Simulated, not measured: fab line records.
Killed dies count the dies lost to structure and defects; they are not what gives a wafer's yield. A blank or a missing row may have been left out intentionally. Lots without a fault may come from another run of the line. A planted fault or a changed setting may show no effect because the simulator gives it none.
fab line records	flow n5Finfet
[record] lots = 7	wafers = 21	lastDay = 22
route steps=1938 shown BEOL_M11@1559 BEOL_M15@1830 PASSIVATION@1936
lots with no fault: from the same line, run without faults
startH: hours from the record's first day to the start of the lot's first wafer shown	waitH: time in hours since the lot's previous step	" as in the row above	L1.1+2: a single row standing in for several wafers	- no value, or no start was given	* or withheld: withheld	< > ~ a bound
route shown NAME@n: names a module that has steps shown in the file, with the first one's number in the route	usual: mean and standard deviation over wafers with no fault	same: alike in all rows	chamber/n: place in a boat	sites: each site's reading	_std_site: standard deviation across them	_edge_site: outer sites' mean less inner sites'	radiusMm: how far each site lies from the wafer's centre	mask NAME#n: copy n	behind: the most recent tool/chamber to have shaped the wafer	hold: what put the lot on hold/how long, in hours/how the hold closed	device: the transistor (n, p or np) that didn't switch	end of line: tests of these same wafers at the route's end	a step given without rows: its recipe and nothing more	killed: at the first sort, the dies lost to defects and structure; wafer yield is something else	map: the dies of a wafer, with x for killed, . for not killed, _ for no die there
set.NAME: the run value of the setting; set.NAME@STEP: its run value at that earlier step	model.NAME: the simulator's own value behind a step, which no gauge read
steps of the route over a sample of lots; a table a step, a row a wafer
services: a tool's chamber out of use, with start hour (startH, from the record's first day; less than 0 if before it), hours out, and reason
[[steps]]
[step N5_BEOL_M11_CD_MEAS_18]
[recipe] pitchNm = 140	targetCdNm = 70
[usual] cdNm = 69.9/0.49
lot.wafer	tool	chamber	startH	waitH	cdNm
L752.4	cdSem-01	-	302.51	0.0	69.1
L752.5	"	-	"	"	69.4
L752.6	"	-	"	"	69.2
L754.3	cdSem-03	-	315.61	0.1	70.5
L754.4	"	-	"	"	70.5
L754.5	"	-	"	"	70.0
L769.4	cdSem-03	-	433.34	0.1	70.1
L769.5	"	-	"	"	69.5
L769.6	"	-	"	"	69.6
L766.1	cdSem-03	-	446.88	0.0	69.8
L766.2	"	-	"	"	70.3
L766.5	"	-	"	"	70.2
L763.1	cdSem-03	-	456.91	0.0	69.2
L763.2	"	-	"	"	70.1
L763.3	"	-	"	"	69.4
L756.1	cdSem-02	-	467.35	0.0	69.7
L756.3	"	-	"	"	70.2
L756.6	"	-	"	"	70.0
L770.3	cdSem-02	-	467.62	0.1	69.7
L770.4	"	-	"	"	70.1
L770.6	"	-	"	"	69.4
[step N5_BEOL_M11_VIA_ETCH_34]
[recipe] chemistry = C4F6/O2	target = SiCOH_lowk	targetDepthA = 1845	maskMaterial = SOC	taperDeg = 4	timeS = 69.2	ionEnergyEv = 250	pressureMtorr = 30	sourceW = 345	biasW = 185	Ar_flow_sccm = 300	C4F6_flow_sccm = 10	O2_flow_sccm = 10
[usual] drypumpMotorCurrentA = 5.9/0.37	oesProductAu = 0.80/0.061	rfVppV = 663/8.1	showerheadPlenumPTorr = 2.84/0.085	throttleValvePct = 20.90/0.21
[same] timeS = 69.2
lot.wafer	tool	chamber	startH	waitH	drypumpMotorCurrentA	oesProductAu	rfHoursCounterH	rfVppV	showerheadPlenumPTorr	throttleValvePct
L752.4	rieDiel-03	0	303.31	0.0	6.0	0.83	-	674	2.78	21.08
L752.5	"	2	"	"	5.9	0.80	-	657	2.88	20.94
L752.6	"	3	"	"	6.2	0.77	-	656	2.74	20.73
L754.3	rieDiel-03	3	318.00	0.0	6.2	0.77	136	656	2.74	20.75
L754.4	"	2	"	"	5.9	0.79	-	657	2.88	20.93
L754.5	"	0	"	"	6.0	0.81	-	671	2.78	21.12
L769.4	rieDiel-01	1	434.04	0.0	5.6	0.86	45	670	3.01	20.90
L769.5	"	2	"	"	5.7	0.75	-	672	2.85	21.18
L769.6	"	3	"	"	6.1	0.82	-	652	2.87	20.79
L766.1	rieDiel-01	2	451.66	0.0	5.7	0.75	142	669	2.85	21.20
L766.2	"	0	"	"	5.4	0.82	82	659	2.77	21.01
L766.5	"	0	"	"	5.4	0.81	-	657	2.77	21.02
L763.1	rieDiel-06	0	461.79	0.0	6.5	0.71	212	667	2.93	20.96
L763.2	"	1	"	"	6.3	0.84	74	650	2.77	21.04
L763.3	"	2	"	"	5.5	0.74	176	663	2.85	20.95
L770.3	rieDiel-01	1	468.85	0.0	5.6	0.85	56	670	3.00	20.93
L770.4	"	2	"	"	5.7	0.75	147	670	2.84	21.20
L770.6	"	2	"	"	5.7	0.75	-	671	2.84	21.22
L756.1	rieDiel-03	2	469.34	0.0	5.9	0.75	128	656	2.86	21.00
L756.3	"	0	"	"	6.0	0.78	118	672	2.76	21.19
L756.6	"	0	"	"	6.0	0.79	-	670	2.76	21.19
[step N5_BEOL_M11_TRENCH_ETCH_37]
[recipe] chemistry = C4F6/O2	targetDepthA = 1488.3	target = SiCOH_lowk	timeS = 48	ionEnergyEv = 250	pressureMtorr = 30	sourceW = 345	biasW = 185	Ar_flow_sccm = 300	C4F6_flow_sccm = 10	O2_flow_sccm = 10
[usual] drypumpMotorCurrentA = 5.9/0.37	oesProductAu = 0.80/0.061	rfVppV = 663/8.1	showerheadPlenumPTorr = 2.84/0.086	throttleValvePct = 20.92/0.2
[same] timeS = 48
lot.wafer	tool	chamber	startH	waitH	drypumpMotorCurrentA	oesProductAu	rfHoursCounterH	rfVppV	showerheadPlenumPTorr	throttleValvePct
L752.4	rieDiel-03	0	303.41	-	6.0	0.83	-	672	2.78	21.12
L752.5	"	2	"	"	5.9	0.79	-	656	2.88	20.95
L752.6	"	3	"	"	6.2	0.78	-	657	2.74	20.76
L754.3	rieDiel-03	3	318.10	-	6.2	0.77	136	654	2.74	20.77
L754.4	"	2	"	"	5.9	0.80	-	656	2.88	20.96
L754.5	"	0	"	"	6.0	0.83	-	672	2.78	21.14
L769.4	rieDiel-01	1	434.15	-	5.6	0.86	45	670	3.01	20.92
L769.5	"	2	"	"	5.7	0.76	-	671	2.85	21.21
L769.6	"	3	"	"	6.1	0.81	-	652	2.87	20.84
L766.1	rieDiel-01	2	451.76	-	5.7	0.75	142	672	2.85	21.22
L766.2	"	0	"	"	5.4	0.81	82	657	2.77	21.04
L766.5	"	0	"	"	5.4	0.81	-	658	2.77	21.03
L763.1	rieDiel-06	0	461.89	-	6.5	0.71	212	668	2.93	20.98
L763.2	"	1	"	"	6.3	0.85	74	651	2.77	21.06
L763.3	"	2	"	"	5.5	0.74	176	661	2.85	20.97
L770.3	rieDiel-01	1	468.95	-	5.6	0.86	56	669	3.00	20.96
L770.4	"	2	"	"	5.7	0.74	147	670	2.84	21.22
L770.6	"	2	"	"	5.7	0.74	-	669	2.84	21.24
L756.1	rieDiel-03	2	469.44	-	5.9	0.68	128	656	2.86	21.00
L756.3	"	0	"	"	6.0	0.70	118	671	2.76	21.17
L756.6	"	0	"	"	6.0	0.71	-	670	2.76	21.18
[step N5_BEOL_M11_OCD_MEAS_38]
[usual] trenchDepthNm = 148.4/1.7
lot.wafer	tool	chamber	startH	waitH	trenchDepthNm
L752.4	ocd-01	-	303.58	-	147.2
L752.5	"	-	"	"	149.8
L752.6	"	-	"	"	146.7
L754.3	ocd-01	-	318.29	-	147.6
L754.4	"	-	"	"	149.6
L754.5	"	-	"	"	149.3
L769.4	ocd-02	-	434.33	-	146.9
L769.5	"	-	"	"	145.7
L769.6	"	-	"	"	150.3
L766.1	ocd-01	-	451.94	-	146.5
L766.2	"	-	"	"	150.0
L766.5	"	-	"	"	149.0
L763.1	ocd-02	-	462.07	-	147.4
L763.2	"	-	"	"	150.0
L763.3	"	-	"	"	148.3
L770.3	ocd-02	-	469.14	-	148.2
L770.4	"	-	"	"	147.0
L770.6	"	-	"	"	147.2
L756.1	ocd-01	-	469.62	-	124.2
L756.3	"	-	"	"	124.4
L756.6	"	-	"	"	125.1
[step N5_BEOL_M11_CD_MEAS_35]
[recipe] targetCdNm = 70	polarity = opening
[usual] cdNm = 69.9/0.48
lot.wafer	tool	chamber	startH	waitH	cdNm
L752.4	cdSem-01	-	303.73	0.0	68.7
L752.5	"	-	"	"	69.6
L752.6	"	-	"	"	69.3
L754.3	cdSem-01	-	318.44	0.0	70.3
L754.4	"	-	"	"	70.3
L754.5	"	-	"	"	70.2
L769.4	cdSem-03	-	434.49	0.0	70.1
L769.5	"	-	"	"	69.7
L769.6	"	-	"	"	70.2
L766.1	cdSem-02	-	452.09	0.0	70.0
L766.2	"	-	"	"	70.2
L766.5	"	-	"	"	69.7
L763.1	cdSem-02	-	462.26	0.0	69.3
L763.2	"	-	"	"	70.2
L763.3	"	-	"	"	69.4
L770.3	cdSem-03	-	469.29	0.0	69.6
L770.4	"	-	"	"	69.9
L770.6	"	-	"	"	69.1
L756.1	cdSem-01	-	469.77	0.0	69.9
L756.3	"	-	"	"	70.5
L756.6	"	-	"	"	69.7
[step N5_BEOL_M11_THK_MEAS_53]
[recipe] thkMeasGauge = xrf	reads = Cu_of_BEOL_M11_ECD_50
[usual] M11_THK = 137.8/2
lot.wafer	tool	chamber	startH	waitH	M11_THK[nm]
L752.4	filmMetro-01	-	307.07	-	136.7
L752.5	"	-	"	"	138.7
L752.6	"	-	"	"	137.0
L754.3	filmMetro-01	-	322.00	-	135.4
L754.4	"	-	"	"	138.8
L754.5	"	-	"	"	137.5
L769.4	filmMetro-01	-	438.53	-	134.0
L769.5	"	-	"	"	134.4
L769.6	"	-	"	"	138.1
L766.1	filmMetro-01	-	455.41	-	137.1
L766.2	"	-	"	"	139.1
L766.5	"	-	"	"	139.4
L763.1	filmMetro-02	-	465.07	-	136.0
L763.2	"	-	"	"	141.4
L763.3	"	-	"	"	136.6
L770.3	filmMetro-01	-	471.46	-	136.3
L770.4	"	-	"	"	134.7
L770.6	"	-	"	"	135.4
L756.1	filmMetro-02	-	472.90	-	116.0
L756.3	"	-	"	"	116.3
L756.6	"	-	"	"	116.4
[step N5_BEOL_M11_RS_MEAS_57]
[recipe] thkMeasGauge = four-point-probe	reads = Cu_of_BEOL_M11_ECD_50+Co_of_BEOL_M11_CVD_75+TaN_of_BEOL_M11_ALD_74
[usual] M11_RS = 0.1515/0.0025
lot.wafer	tool	chamber	startH	waitH	M11_RS[ohm/sq]
L752.4	filmMetro-01	-	307.20	0.0	0.1537
L752.5	"	-	"	"	0.1507
L752.6	"	-	"	"	0.1536
L754.3	filmMetro-01	-	322.12	0.0	0.1528
L754.4	"	-	"	"	0.1492
L754.5	"	-	"	"	0.1512
L769.4	filmMetro-02	-	438.69	0.1	0.1561
L769.5	"	-	"	"	0.1561
L769.6	"	-	"	"	0.1504
L766.1	filmMetro-01	-	455.56	0.1	0.1528
L766.2	"	-	"	"	0.1494
L766.5	"	-	"	"	0.1487
L763.1	filmMetro-02	-	465.22	0.1	0.1538
L763.2	"	-	"	"	0.1482
L763.3	"	-	"	"	0.1525
L770.3	filmMetro-01	-	471.61	0.0	0.1506
L770.4	"	-	"	"	0.1531
L770.6	"	-	"	"	0.1524
L756.1	filmMetro-02	-	473.05	0.1	0.1850
L756.3	"	-	"	"	0.1845
L756.6	"	-	"	"	0.1840
[step N5_BEOL_M15_RC_MEAS_101]
[usual] COMB_M10 = 1.6e-11/3.1e-12	COMB_M12 = 7.3e-12/1.4e-12	COMB_M13 = 5.6e-12/1e-12	COMB_M14 = 4.4e-12/7.7e-13	COMB_M15 = 3.2e-12/5.3e-13	COMB_M5 = 3.8e-11/7e-12	COMB_M6 = 2.7e-11/4.8e-12	COMB_M7 = 2.6e-11/5.5e-12	COMB_M8 = 2.6e-11/4.4e-12	COMB_M9 = 1.55e-11/2.9e-12	SERP_M10 = 3.08/0.069	SERP_M11 = 3.08/0.068	SERP_M11_max_site = 3.18/0.077	SERP_M12 = 0.636/0.014	SERP_M13 = 0.306/0.0057	SERP_M14 = 0.161/0.0031	SERP_M5 = 38.3/1	SERP_M6 = 13.7/0.48	SERP_M7 = 13.8/0.42	SERP_M8 = 13.9/0.57	SERP_M9 = 3.06/0.076
lot.wafer	tool	chamber	startH	waitH	COMB_M10[S/m]	COMB_M12[S/m]	COMB_M13[S/m]	COMB_M14[S/m]	COMB_M15[S/m]	COMB_M5[S/m]	COMB_M6[S/m]	COMB_M7[S/m]	COMB_M8[S/m]	COMB_M9[S/m]	SERP_M10[ohm/um]	SERP_M11[ohm/um]	SERP_M11_max_site[ohm/um]	SERP_M12[ohm/um]	SERP_M13[ohm/um]	SERP_M14[ohm/um]	SERP_M5[ohm/um]	SERP_M6[ohm/um]	SERP_M7[ohm/um]	SERP_M8[ohm/um]	SERP_M9[ohm/um]
L752.4	prober-02	0	325.36	0.5	1.3e-11	8.6e-12	5.9e-12	4e-12	4.3e-12	3.3e-11	2.5e-11	2.7e-11	2.9e-11	1.33e-11	3.14	3.20	3.27	0.631	0.306	0.159	38.4	13.3	13.8	14.3	3.06
L752.5	"	0	"	"	1.7e-11	6.6e-12	5.5e-12	3.1e-12	3.4e-12	3.9e-11	1.9e-11	2.4e-11	2.6e-11	1.61e-11	3.04	3.13	3.16	0.620	0.310	0.163	40.3	14.2	13.9	14.5	2.97
L752.6	"	0	"	"	1.7e-11	7.4e-12	4e-12	4.4e-12	3.3e-12	3.5e-11	2e-11	2.4e-11	3.3e-11	1.48e-11	3.03	3.16	3.30	0.650	0.301	0.161	39.5	13.5	13.4	13.2	3.10
L754.3	prober-02	0	344.30	0.3	1.2e-11	6e-12	5e-12	5.2e-12	2.9e-12	4e-11	1.9e-11	2.1e-11	2.7e-11	1.85e-11	3.13	3.07	3.14	0.628	0.307	0.152	36.8	14.4	14.5	14.1	3.13
L754.4	"	0	"	"	1.7e-11	6.1e-12	5.4e-12	3.7e-12	3.8e-12	3.7e-11	1.8e-11	2.6e-11	2.9e-11	1.97e-11	3.13	3.01	3.11	0.644	0.307	0.155	36.6	13.8	13.9	14.5	3.07
L754.5	"	0	"	"	1.1e-11	5.2e-12	4.8e-12	3.7e-12	3e-12	4.7e-11	2e-11	3.4e-11	2.5e-11	1.42e-11	3.18	3.03	3.15	0.638	0.305	0.160	39.6	14.1	14.1	14.2	3.08
L769.4	prober-01	0	463.28	0.5	1.5e-11	8.3e-12	5e-12	5.9e-12	3.7e-12	3.1e-11	2.6e-11	2.5e-11	2.3e-11	1.76e-11	3.24	3.16	3.29	0.650	0.306	0.158	38.4	13.8	13.9	13.3	3.11
L769.5	"	0	"	"	1.7e-11	7e-12	5.7e-12	4.8e-12	3.8e-12	4.8e-11	2.8e-11	2.2e-11	3.1e-11	1.93e-11	3.10	3.20	3.26	0.647	0.297	0.160	37.5	13.7	13.5	14.7	3.07
L769.6	"	0	"	"	1.8e-11	9.8e-12	4.2e-12	4.4e-12	3.5e-12	3.2e-11	3.5e-11	2.5e-11	2.8e-11	1.76e-11	3.20	3.05	3.14	0.641	0.299	0.164	37.2	15.3	13.4	13.1	3.11
L766.1	prober-01	0	479.05	0.0	1.9e-11	6.1e-12	4.8e-12	4.5e-12	3.5e-12	3.1e-11	2.2e-11	1.7e-11	3.1e-11	1.29e-11	3.04	3.10	3.13	0.645	0.312	0.158	37.0	13.4	13.8	13.5	3.02
L766.2	"	0	"	"	1.9e-11	7e-12	5.3e-12	4.6e-12	3.1e-12	4e-11	2.9e-11	2.7e-11	2.2e-11	1.21e-11	3.14	3.00	3.07	0.631	0.310	0.158	38.1	13.5	14.1	12.9	3.06
L766.5	"	0	"	"	1.4e-11	8.4e-12	5.7e-12	4.7e-12	3.5e-12	4.6e-11	3.3e-11	2.3e-11	2.6e-11	1.32e-11	3.09	2.98	3.15	0.642	0.307	0.162	38.7	13.4	13.7	13.1	3.10
L763.1	prober-02	0	490.98	0.0	1.5e-11	7.4e-12	6.4e-12	4.1e-12	3.1e-12	4.1e-11	3e-11	2.6e-11	2.7e-11	1.62e-11	3.08	3.15	3.20	0.611	0.313	0.160	39.0	14.6	14.6	14.1	3.09
L763.2	"	0	"	"	1.4e-11	6.8e-12	5.2e-12	4.5e-12	3.3e-12	3.1e-11	2.7e-11	2.1e-11	3.5e-11	1.4e-11	3.07	2.97	3.08	0.609	0.311	0.165	38.9	14.2	13.8	13.9	3.18
L763.3	"	0	"	"	1.3e-11	7.7e-12	5e-12	4e-12	4.8e-12	3.8e-11	2.7e-11	1.8e-11	3.3e-11	1.99e-11	3.20	3.22	3.29	0.608	0.307	0.163	39.1	13.5	14.5	14.6	3.11
L770.3	prober-02	0	497.93	0.7	1.5e-11	5.7e-12	5.1e-12	4.8e-12	3.5e-12	4e-11	3.2e-11	2.3e-11	3e-11	1.35e-11	3.01	3.08	3.16	0.608	0.307	0.165	38.7	13.5	14.2	14.3	3.12
L770.4	"	0	"	"	1.4e-11	6.8e-12	7.4e-12	4.6e-12	3.2e-12	3e-11	2.5e-11	3.2e-11	2.9e-11	1.53e-11	3.05	3.12	3.20	0.625	0.320	0.162	37.0	14.1	14.3	13.8	2.97
L770.6	"	0	"	"	1.7e-11	5.4e-12	7.6e-12	6.6e-12	2.9e-12	3.4e-11	2.4e-11	2e-11	2.9e-11	1.08e-11	3.06	3.14	3.24	0.638	0.313	0.161	39.5	14.0	13.9	13.9	3.21
L756.1	prober-01	0	500.12	0.0	1.5e-11	6.9e-12	4.4e-12	3.4e-12	3e-12	3.6e-11	3.5e-11	2.5e-11	2.1e-11	1.57e-11	3.09	3.75	3.84	0.628	0.304	0.158	37.9	13.3	14.6	13.8	3.10
L756.3	"	0	"	"	1.9e-11	1.03e-11	5.3e-12	3.1e-12	2.2e-12	3.5e-11	2.7e-11	2.5e-11	2.7e-11	1.4e-11	3.12	3.69	3.73	0.615	0.308	0.157	39.6	13.7	13.5	13.0	3.09
L756.6	"	0	"	"	1.1e-11	7.8e-12	8e-12	3.9e-12	2.7e-12	3.3e-11	2.8e-11	1.8e-11	2.3e-11	1.6e-11	3.07	3.73	3.80	0.625	0.306	0.159	38.7	13.9	14.3	13.7	3.04
// sites SERP_M11 radiusMm=0,75,75,75,75,140,140,140,140
L752.4 3.06 3.17 3.14 3.16 3.20 3.24 3.22 3.22 3.27
L754.3 3.07 3.01 3.11 3.07 3.06 3.06 3.13 3.03 3.14
L769.4 3.06 3.13 3.17 3.13 3.14 3.23 3.25 3.29 3.16
L766.1 3.10 3.11 3.13 3.07 3.10 3.10 3.04 3.07 3.06
L763.1 3.06 3.15 3.07 3.20 3.12 3.20 3.19 3.17 3.14
L770.3 3.02 3.08 3.06 3.08 3.08 3.13 3.11 3.12 3.16
L756.1 3.78 3.84 3.75 3.82 3.77 3.75 3.59 3.65 3.60
[step N5_PASSIVATION_PROBE_49]
[usual] defectLimitedYield = 91.4/1.2	killed_at_M0_to_M3 = 34/10	killed_at_M4_up = 14/5.1	killedAtContacts = 12/6.4	killedAtFrontEnd = 38/9.3	killedAtOther = 4/3	killedDies = 102/15	killedOpen = 67/12	killedShort = 33/6.9	sort_bin_5_function = 5.0/0.86	sort_bin_6_memory = 3.2/0.58	sortNPass = 1078/15	sortYieldPct = 91.4/1.2
[same] grossDies = 1180	killedAtBackSide = 0	sort_bin_4_leakage[%] = 0	sort_bin_8_speed[%] = 0
lot.wafer	tool	chamber	startH	waitH	defectLimitedYield[%]	killed_at_M0_to_M3	killed_at_M4_up	killedAtContacts	killedAtFrontEnd	killedAtOther	killedDies	killedOpen	killedShort	sort_bin_5_function[%]	sort_bin_6_memory[%]	sortNPass	sortYieldPct[%]
L752.4	prober-02	-	337.33	0.2	92.5	30	10	15	31	2	88	53	31	4.2	2.9	1092	92.5
L752.5	prober-02	-	337.38	0.2	90.9	37	15	21	31	3	107	81	25	5.3	3.6	1073	90.9
L752.6	prober-02	-	337.43	0.3	91.3	25	17	19	38	4	103	69	29	5.8	2.8	1077	91.3
L754.3	prober-01	-	358.41	0.1	90.0	40	17	13	43	5	118	69	49	5.3	4.3	1062	90.0
L769.4	prober-01	-	475.71	0.2	92.5	30	11	18	25	5	89	51	37	4.1	3.1	1091	92.5
L769.5	prober-01	-	475.76	0.2	91.4	27	16	16	41	1	101	62	38	5.2	3.1	1079	91.4
L769.6	prober-01	-	475.81	0.3	91.0	27	12	19	44	4	106	68	36	4.8	3.7	1074	91.0
L766.1	prober-01	-	498.48	0.0	91.4	40	12	15	31	3	101	75	25	4.2	4.1	1079	91.4
L766.2	prober-01	-	498.53	0.1	91.2	38	13	7	45	1	104	73	29	5.3	3.2	1076	91.2
L766.5	prober-01	-	498.68	0.2	90.9	33	5	7	61	1	107	80	25	5.6	3.4	1073	90.9
L756.1	prober-01	-	517.10	0.0	91.4	26	21	16	35	3	101	61	36	4.7	3.1	1079	91.4
L756.3	prober-01	-	517.20	0.1	93.1	22	11	8	39	2	82	57	24	3.9	2.7	1098	93.1
L756.6	prober-01	-	517.35	0.3	93.5	18	9	9	35	6	77	53	24	4.1	2.4	1103	93.5
// killed by level:class
L752.4 MOL_CONTACT_COAG:geometricParticle:open=8 BEOL_M0_SAQP:geometricParticle:short=8 GATE_CUT:geometricParticle:short=7 BEOL_M2:geometricParticle:open=6 FIN_SAQP:geometricParticle:open=5 GATE_CUT:geometricParticle:open=5 MOL_CONTACT_COAG:geometricParticle:short=5 BEOL_M3:geometricParticle:open=5
L752.5 MOL_CONTACT_COAG:geometricParticle:open=16 BEOL_M3:geometricParticle:open=9 BEOL_M1:geometricParticle:open=8 GATE_CUT:geometricParticle:short=7 BEOL_M0_SAQP:geometricParticle:open=7 BEOL_M2:geometricParticle:open=6 FIN_SAQP:geometricParticle:open=5 STI_FIN_REVEAL:geometricParticle:open=5
L752.6 STI_FIN_REVEAL:geometricParticle:open=15 MOL_CONTACT_COAG:geometricParticle:open=11 FIN_SAQP:geometricParticle:open=9 MOL_CONTACT_COAG:geometricParticle:short=7 BEOL_M3:geometricParticle:open=6 BEOL_M0_SAQP:geometricParticle:open=5 FIN_SAQP:geometricParticle:short=4 BEOL_M2:geometricParticle:open=4
L754.3 BEOL_M0_SAQP:geometricParticle:short=10 STI_FIN_REVEAL:geometricParticle:open=10 MOL_CONTACT_COAG:geometricParticle:open=8 ILD0:geometricParticle:short=7 DUMMY_GATE:geometricParticle:open=6 BEOL_M2:geometricParticle:open=6 FIN_SAQP:geometricParticle:short=5 FIN_SAQP:geometricParticle:open=5
L769.4 MOL_CONTACT_COAG:geometricParticle:open=13 BEOL_M0_SAQP:geometricParticle:short=8 BEOL_M4:geometricParticle:open=8 GATE_CUT:geometricParticle:short=7 BEOL_M1:geometricParticle:open=7 BEOL_M3:geometricParticle:open=7 FIN_SAQP:geometricParticle:short=5 MOL_CONTACT_COAG:geometricParticle:short=5
L769.5 MOL_CONTACT_COAG:geometricParticle:open=13 FIN_SAQP:geometricParticle:short=8 STI_FIN_REVEAL:geometricParticle:open=8 BEOL_M0_SAQP:geometricParticle:open=8 BEOL_M4:geometricParticle:open=8 GATE_CUT:geometricParticle:short=6 BEOL_M0_SAQP:geometricParticle:short=6 STARTING-WAFER:geometricParticle:open=5
L769.6 MOL_CONTACT_COAG:geometricParticle:open=16 FIN_SAQP:geometricParticle:open=10 GATE_CUT:geometricParticle:short=10 BEOL_M1:geometricParticle:open=6 FIN_SAQP:geometricParticle:short=5 STI_FIN_REVEAL:geometricParticle:open=5 BEOL_M2:geometricParticle:open=5 BEOL_M3:geometricParticle:open=5
L766.1 MOL_CONTACT_COAG:geometricParticle:open=12 BEOL_M3:geometricParticle:open=12 STI_FIN_REVEAL:geometricParticle:open=11 BEOL_M2:geometricParticle:open=7 BEOL_M4:geometricParticle:open=6 DUMMY_GATE:geometricParticle:open=5 STI_FIN_REVEAL:geometricParticle:short=4 BEOL_M0_SAQP:geometricParticle:open=4
L766.2 STI_FIN_REVEAL:geometricParticle:open=18 BEOL_M3:geometricParticle:open=12 BEOL_M2:geometricParticle:open=10 MOL_CONTACT_COAG:geometricParticle:open=7 FIN_SAQP:geometricParticle:open=6 BEOL_M4:geometricParticle:open=6 STARTING-WAFER:geometricParticle:short=5 GATE_CUT:geometricParticle:short=4
L766.5 STI_FIN_REVEAL:geometricParticle:open=28 BEOL_M3:geometricParticle:open=10 FIN_SAQP:geometricParticle:open=9 BEOL_M1:geometricParticle:open=8 FIN_SAQP:geometricParticle:short=6 MOL_CONTACT_COAG:geometricParticle:open=6 BEOL_M1:geometricParticle:short=3 GATE_CUT:geometricParticle:short=3
L756.1 BEOL_M4:geometricParticle:open=12 MOL_CONTACT_COAG:geometricParticle:open=10 STI_FIN_REVEAL:geometricParticle:open=8 GATE_CUT:geometricParticle:short=7 FIN_SAQP:geometricParticle:short=6 MOL_CONTACT_COAG:geometricParticle:short=6 BEOL_M0_SAQP:geometricParticle:short=6 BEOL_M2:geometricParticle:open=5
L756.3 BEOL_M2:geometricParticle:open=11 STI_FIN_REVEAL:geometricParticle:open=10 FIN_SAQP:geometricParticle:open=9 FIN_SAQP:geometricParticle:short=7 MOL_CONTACT_COAG:geometricParticle:open=7 BEOL_M0_SAQP:geometricParticle:open=3 BEOL_M0_SAQP:geometricParticle:short=3 BEOL_M2:geometricParticle:short=3
L756.6 STI_FIN_REVEAL:geometricParticle:open=10 MOL_CONTACT_COAG:geometricParticle:open=8 FIN_SAQP:geometricParticle:short=7 FIN_SAQP:geometricParticle:open=5 BEOL_M2:geometricParticle:open=5 GATE_CUT:geometricParticle:short=4 BEOL_M0_SAQP:geometricParticle:open=4 DUMMY_GATE:geometricParticle:open=3
[[services]]
tool	chamber	startH	hours	kind
rieDiel-03	1	291.71	-	clean
rieDiel-03	1	291.71	-	consumableReplace:focusRing
rieDiel-03	1	291.71	26.1	scheduledDown
rieDiel-03	1	291.71	26.1	ventCycle
rieDiel-06	3	293.02	-	clean
rieDiel-06	3	293.02	-	consumableReplace:focusRing
rieDiel-06	3	293.02	-	consumableReplace:showerhead
rieDiel-06	3	293.02	24.9	scheduledDown
rieDiel-06	3	293.02	24.9	ventCycle
rieDiel-01	0	323.77	1.3	repair
rieDiel-01	-	424.75	0.6	repair
[[key]]
[firstSign] step = N5_BEOL_M11_OCD_MEAS_38	reading = trenchDepthNm	direction = down	sigmas = 14	usual = 148.4	struck = 124.6
[effect] step = N5_BEOL_M11_THK_MEAS_53	reading = M11_THK	direction = down	sigmas = 11	usual = 137.8	struck = 116.2
[effect] step = N5_BEOL_M11_RS_MEAS_57	reading = M11_RS	direction = up	sigmas = 13	usual = 0.1515	struck = 0.1845
[effect] step = N5_BEOL_M15_RC_MEAS_101	reading = SERP_M11	direction = up	sigmas = 9.5	usual = 3.08	struck = 3.72
metAt N5_BEOL_M11_TRENCH_ETCH_37
struckLots L756
notActingAt N5_BEOL_M11_CD_MEAS_18,N5_BEOL_M11_VIA_ETCH_34,N5_BEOL_M11_CD_MEAS_35
onsetBetween 318.10 469.44
alsoFits time
[fault] kind = processParameterDrift	tool = rieDiel-03	chamber = -	onsetH = 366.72	steps = N5_BEOL_M11_TRENCH_ETCH_37	channel = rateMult	offset = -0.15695	shape = step
